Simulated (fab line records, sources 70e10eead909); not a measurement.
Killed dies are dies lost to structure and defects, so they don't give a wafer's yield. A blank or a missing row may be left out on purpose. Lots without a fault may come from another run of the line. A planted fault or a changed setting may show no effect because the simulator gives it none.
Which tool did it? | flow nand_harc | 12 lots, 36 wafers sampled, at 5 steps of a route of 1302

WHAT THE GAUGES READ, wafer by wafer
NHARC_END_SORT_01.
lot  | measured     | on        | killed_at_array | killed_at_other | killed_at_periphery | killed_dies | killed_open | killed_short
L257 | day 31 21:36 | prober-01 | 79              | 1               | 1                   | 81          | 1           | 3

WHICH TOOL RAN EACH LOT (tool, then ch and the chambers of the sampled wafers, then the start)
lot  | NHARC_A_STAIRCASE_ETCH_234                    | NHARC_A_STAIRCASE_TRIM_235                    | NHARC_A_STAIRCASE_ETCH_236                    | NHARC_A_STAIRCASE_EXPOSE_265
L244 | rie_diel-10 ch 1,2, day 16 15:43 or earlier   | rie_diel-10 ch 2,3, day 16 15:43 or earlier   | rie_diel-10 ch 2,3, day 16 15:43 or earlier   | krf_scanner-02 ch 0, day 16 15:43
L245 | rie_diel-10 ch 1,2,3, day 17 00:21 or earlier | rie_diel-10 ch 1,3, day 17 00:21 or earlier   | rie_diel-10 ch 0,2, day 17 00:21 or earlier   | krf_scanner-02 ch 0, day 17 00:21
L246 | rie_diel-05 ch 0,3, day 17 20:32 or earlier   | rie_diel-05 ch 0,1,2, day 17 20:32 or earlier | rie_diel-05 ch 1,2, day 17 20:32 or earlier   | krf_scanner-01 ch 0, day 17 20:32
L247 | rie_diel-05 ch 0,1,2, day 18 01:35 or earlier | rie_diel-05 ch 0,2,3, day 18 01:35 or earlier | rie_diel-05 ch 0,1,2, day 18 01:35 or earlier | krf_scanner-02 ch 0, day 18 01:35
L253 | rie_diel-05 ch 0,1,3, day 20 19:16 or earlier | rie_diel-05 ch 0,1,2, day 20 19:16 or earlier | rie_diel-05 ch 0,2,3, day 20 19:16 or earlier | krf_scanner-04 ch 0, day 20 19:16
L255 | rie_diel-05 ch 1,2,3, day 21 08:49 or earlier | rie_diel-05 ch 0,2,3, day 21 08:49 or earlier | rie_diel-05 ch 1,2,3, day 21 08:49 or earlier | krf_scanner-04 ch 0, day 21 08:49
L256 | rie_diel-11 ch 0,2,3, day 22 23:10 or earlier | rie_diel-11 ch 0,1,3, day 22 23:10 or earlier | rie_diel-11 ch 0,1,2, day 22 23:10 or earlier | krf_scanner-02 ch 0, day 22 23:10
L257 | rie_diel-05 ch 1,2, day 23 00:23 or earlier   | rie_diel-05 ch 0,1,2, day 23 00:23 or earlier | rie_diel-05 ch 1,2, day 23 00:23 or earlier   | krf_scanner-04 ch 0, day 23 00:23
L258 | rie_diel-10 ch 2,3, day 23 01:00 or earlier   | rie_diel-10 ch 0,3, day 23 01:00 or earlier   | rie_diel-10 ch 1,2, day 23 01:00 or earlier   | krf_scanner-02 ch 0, day 23 01:00
L260 | rie_diel-05 ch 0,2, day 23 15:34 or earlier   | rie_diel-05 ch 0,2, day 23 15:34 or earlier   | rie_diel-05 ch 0,1, day 23 15:34 or earlier   | krf_scanner-02 ch 0, day 23 15:34
L264 | rie_diel-10 ch 0,2,3, day 25 13:07 or earlier | rie_diel-10 ch 0,1, day 25 13:07 or earlier   | rie_diel-10 ch 0,2,3, day 25 13:07 or earlier | krf_scanner-01 ch 0, day 25 13:07
L265 | rie_diel-11 ch 1,3, day 25 14:33 or earlier   | rie_diel-11 ch 1,2,3, day 25 14:33 or earlier | rie_diel-11 ch 2,3, day 25 14:33 or earlier   | krf_scanner-02 ch 0, day 25 14:33
- NHARC_A_STAIRCASE_ETCH_234: etches the open film in C4F8/O2, target depth 100 nm, time 40.5 s.
- NHARC_A_STAIRCASE_TRIM_235: chemistry O2, time 211.2 s.
- NHARC_A_STAIRCASE_ETCH_236: etches the open film in C4F8/O2, target depth 100 nm, time 40.5 s.
- NHARC_A_STAIRCASE_EXPOSE_265: exposes mask CHOP 200.

WHAT THE TOOLS THEMSELVES READ (means of the sampled wafers that have a number; where no wafer has one, the mark that the record gives instead)
NHARC_A_STAIRCASE_ETCH_234.
lot  | tool        | oes_product_au (a.u.) | rf_vpp_V (V)
L244 | rie_diel-10 | 0.959                 | 897
L245 | rie_diel-10 | 0.945                 | 894
L246 | rie_diel-05 | 0.959                 | 890
L247 | rie_diel-05 | 0.960                 | 895
L253 | rie_diel-05 | 0.951                 | 895
L255 | rie_diel-05 | 0.956                 | 893
L256 | rie_diel-11 | 0.934                 | 900
L257 | rie_diel-05 | 0.960                 | 894
L258 | rie_diel-10 | 0.942                 | 899
L260 | rie_diel-05 | 0.958                 | 889
L264 | rie_diel-10 | 0.945                 | 897
L265 | rie_diel-11 | 0.958                 | 898

NHARC_A_STAIRCASE_TRIM_235.
lot  | tool        | drypump_motor_current_A (A) | oes_product_au (a.u.) | rf_vpp_V (V) | showerhead_plenum_p_Torr (Torr) | throttle_valve_pct (%)
L244 | rie_diel-10 | 5.7                         | 1.025                 | 57.8         | 3.43                            | 17.038
L245 | rie_diel-10 | 5.7                         | 0.998                 | 56.8         | 3.39                            | 17.034
L246 | rie_diel-05 | 6.3                         | 1.008                 | 57.3         | 3.50                            | 17.035
L247 | rie_diel-05 | 6.3                         | 1.003                 | 56.8         | 3.35                            | 17.035
L253 | rie_diel-05 | 6.3                         | 1.016                 | 56.6         | 3.48                            | 17.034
L255 | rie_diel-05 | 6.2                         | 1.022                 | 56.7         | 3.34                            | 17.039
L256 | rie_diel-11 | 5.7                         | 0.991                 | 58.6         | 3.64                            | 17.039
L257 | rie_diel-05 | 6.3                         | 1.018                 | 57.2         | 3.48                            | 17.036
L258 | rie_diel-10 | 5.8                         | 0.986                 | 57.7         | 3.69                            | 17.024
L260 | rie_diel-05 | 6.3                         | 1.014                 | 56.2         | 3.34                            | 17.033
L264 | rie_diel-10 | 5.3                         | 0.991                 | 58.1         | 3.53                            | 17.037
L265 | rie_diel-11 | 5.9                         | 1.005                 | 57.6         | 3.65                            | 17.030

NHARC_A_STAIRCASE_ETCH_236.
lot  | tool        | oes_product_au (a.u.) | rf_vpp_V (V)
L244 | rie_diel-10 | 0.967                 | 891
L245 | rie_diel-10 | 0.949                 | 895
L246 | rie_diel-05 | 0.948                 | 898
L247 | rie_diel-05 | 0.957                 | 895
L253 | rie_diel-05 | 0.961                 | 889
L255 | rie_diel-05 | 0.960                 | 892
L256 | rie_diel-11 | 0.924                 | 903
L257 | rie_diel-05 | 0.961                 | 898
L258 | rie_diel-10 | 0.929                 | 896
L260 | rie_diel-05 | 0.967                 | 895
L264 | rie_diel-10 | 0.931                 | 898
L265 | rie_diel-11 | 0.942                 | 900

NHARC_A_STAIRCASE_EXPOSE_265.
lot  | tool           | exposure_dose_mJ_cm2
L244 | krf_scanner-02 | 24.999
L245 | krf_scanner-02 | 25.029
L246 | krf_scanner-01 | 25.010
L247 | krf_scanner-02 | 25.030
L253 | krf_scanner-04 | 23.852
L255 | krf_scanner-04 | 23.846
L256 | krf_scanner-02 | 24.983
L257 | krf_scanner-04 | 23.846
L258 | krf_scanner-02 | 24.996
L260 | krf_scanner-02 | 25.020
L264 | krf_scanner-01 | 24.996
L265 | krf_scanner-02 | 24.981

THE ANSWER, worked out from the rows above alone
Rule: what is usual is taken from the lots themselves. Put in order of their means at a reading, lots are off if they are a third of the lots or fewer, leave a main group of 4 or more, and stand apart from it by a gap of 3 or more times the standard deviation of the main group's means; of several such gaps the widest counts. A main group whose means are all the same, to the digits that the tables above print for the reading, isn't used. A lot without any number at a reading at which 4 lots or more have one is off too. The other lots that the step has rows for count as sound. The gauges are gone through in route order, then the tools' own readings, and for those a lot's mean is taken as printed above. The first step at which some lot is off is used, and at that step the reading that is off furthest; a lot without a number counts as furthest.
Off: L253, L255, L257, at NHARC_A_STAIRCASE_EXPOSE_265 (exposure_dose_mJ_cm2). The main group: mean 25.005, standard deviation 0.017.
A tool fits if, at that step or a process step before it, it ran every lot that is off, and no sound lot after the first of them. NHARC_A_STAIRCASE_ETCH_234 gives no start for some lots, so the hours and the order of its lots are those of NHARC_A_STAIRCASE_EXPOSE_265. NHARC_A_STAIRCASE_TRIM_235 gives no start for some lots, so the hours and the order of its lots are those of NHARC_A_STAIRCASE_EXPOSE_265. NHARC_A_STAIRCASE_ETCH_236 gives no start for some lots, so the hours and the order of its lots are those of NHARC_A_STAIRCASE_EXPOSE_265. One fits: krf_scanner-04 at NHARC_A_STAIRCASE_EXPOSE_265. It ran no sound lot before its first lot that is off in this sample, so the start can't be narrowed down.
The tool's own readings at NHARC_A_STAIRCASE_EXPOSE_265 bear it out: on the lots that are off they differ by more than 5 times the standard deviation of the sound lots' means. exposure_dose_mJ_cm2 reads 23.848 there against 25.005 on the sound lots.

WHAT THE SIMULATOR HAD PUT IN
Process parameter drift: krf_scanner-04, from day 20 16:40 on, at NHARC_A_STAIRCASE_EXPOSE_265. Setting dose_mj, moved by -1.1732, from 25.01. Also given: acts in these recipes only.
Lots struck among those shown: L257, L253, L255. The rule above found the same.
